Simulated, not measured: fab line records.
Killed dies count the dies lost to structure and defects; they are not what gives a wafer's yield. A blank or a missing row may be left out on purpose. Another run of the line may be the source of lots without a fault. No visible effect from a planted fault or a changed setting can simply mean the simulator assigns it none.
Split-lot study -- flow n5_finfet -- 21 wafers read from 7 lots, route of 1938 steps

== THE SPLIT ITSELF ==
At N5_BEOL_M8_ILD_DEP_00 (deposits SiCOH lowk from DEMS/porogen, target thk 179.75 nm, time 33.4 s), the setting time_s was moved away from the recipe's 33.4 s on 7 of the 21 wafers read, by -11.9% to +12.7%. All remaining wafers had this setting at the recipe value.

== SPLIT TO READING: what lies between them in the file, 1 step ==
- N5_BEOL_M8_CURE_74: cures SiCOH lowk, time 240 s

== THE READING ==
M8_ILD_THK in nanometres, read at N5_BEOL_M8_THK_MEAS_01. A value of 154.5 nm with a standard deviation of 2 nm is what fault-free wafers of this fab line usually give.

wafer,"tool, chamber at the split","time_s as run, s",against the recipe,"M8_ILD_THK, nm",against lot-mates on the recipe
L078.1,"pecvd-02, 2",33.4,recipe,153.9,-
L078.3,"pecvd-02, 1",33.4,recipe,151.7,-
L078.4,"pecvd-02, 0",37.63,+12.7%,172.0,+19.2
L081.3,"pecvd-01, 2",33.4,recipe,153.8,-
L081.4,"pecvd-01, 0",33.4,recipe,153.6,-
L081.6,"pecvd-01, 2",33.4,recipe,155.6,-
L083.2,"pecvd-03, 1",33.4,recipe,155.6,-
L083.3,"pecvd-03, 0",33.4,recipe,155.0,-
L083.4,"pecvd-03, 0",33.4,recipe,156.5,-
L084.1,"pecvd-03, 0",33.4,recipe,153.4,-
L084.4,"pecvd-03, 0",33.4,recipe,155.9,-
L084.5,"pecvd-03, 1",29.41,-11.9%,139.5,-15.2
L085.2,"pecvd-03, 0",35.56,+6.5%,160.5,+2.1
L085.4,"pecvd-03, 2",33.4,recipe,158.4,-
L085.5,"pecvd-03, 0",35.56,+6.5%,162.6,+4.2
L095.1,"pecvd-02, 2",33.4,recipe,154.0,-
L095.4,"pecvd-02, 0",33.4,recipe,154.7,-
L095.6,"pecvd-02, 1",34.94,+4.6%,162.0,+7.7
L097.1,"pecvd-03, 1,2",31.76,-4.9%,145.7,-9.5
L097.2,"pecvd-03, 1,2",31.76,-4.9%,145.7,-9.5
L097.4,"pecvd-03, 0",33.4,recipe,155.2,-
Rows listing several chambers each stand for several wafers; the file does not say which wafer went through which chamber.

FIT RESULTS
A straight line over all 21 wafers: M8_ILD_THK changes by +1.34 nm for each +1% of time_s; r = +0.97; the points scatter about the line by 1.7 nm.
The same after taking each lot's own level away (the mean of its wafers on the recipe; 21 wafers): +1.31 nm for each +1%; r = +0.95; scatter 2.2 nm.
According to that fit, moving time_s by its largest amount changes the reading by 17 nm.
The span of the lots' own levels, 152.80 to 158.40 nm, comes to 2.8 times the standard deviation stated above.
Hence the lot-to-lot level has little effect on the slope; both slopes agree.
Check: with one of the wafers moved furthest among these (+12.7%) left out of the fit, the line predicts +14.1 nm for it against its lot-mates. Against them it came out at +19.2 nm.

== THE WHOLE CHAIN: every reading that the file lists as answering this split, in the file's order ==
step,what it does,reading,change (the file's fit),r (the file's)
N5_BEOL_M8_ILD_DEP_00,"deposits SiCOH lowk from DEMS/porogen, target thk 179.75 nm, time 33.4 s","SiCOH_lowk_of_BEOL_M8_ILD_DEP_00.thk_nm (the simulator's own value, which no gauge read)",+1.54 nm for each +1% of the setting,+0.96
N5_BEOL_M8_CURE_74,"cures SiCOH lowk, time 240 s","SiCOH_lowk_of_BEOL_M8_ILD_DEP_00.thk_nm (the simulator's own value, which no gauge read)",+1.35 nm for each +1% of the setting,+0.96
N5_BEOL_M8_THK_MEAS_01,,M8_ILD_THK,+1.34 for each +1% of the setting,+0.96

== THE FILE'S OWN FIT ==
M8_ILD_THK changes by +1.34 nm for each +1% of time_s, r = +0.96.
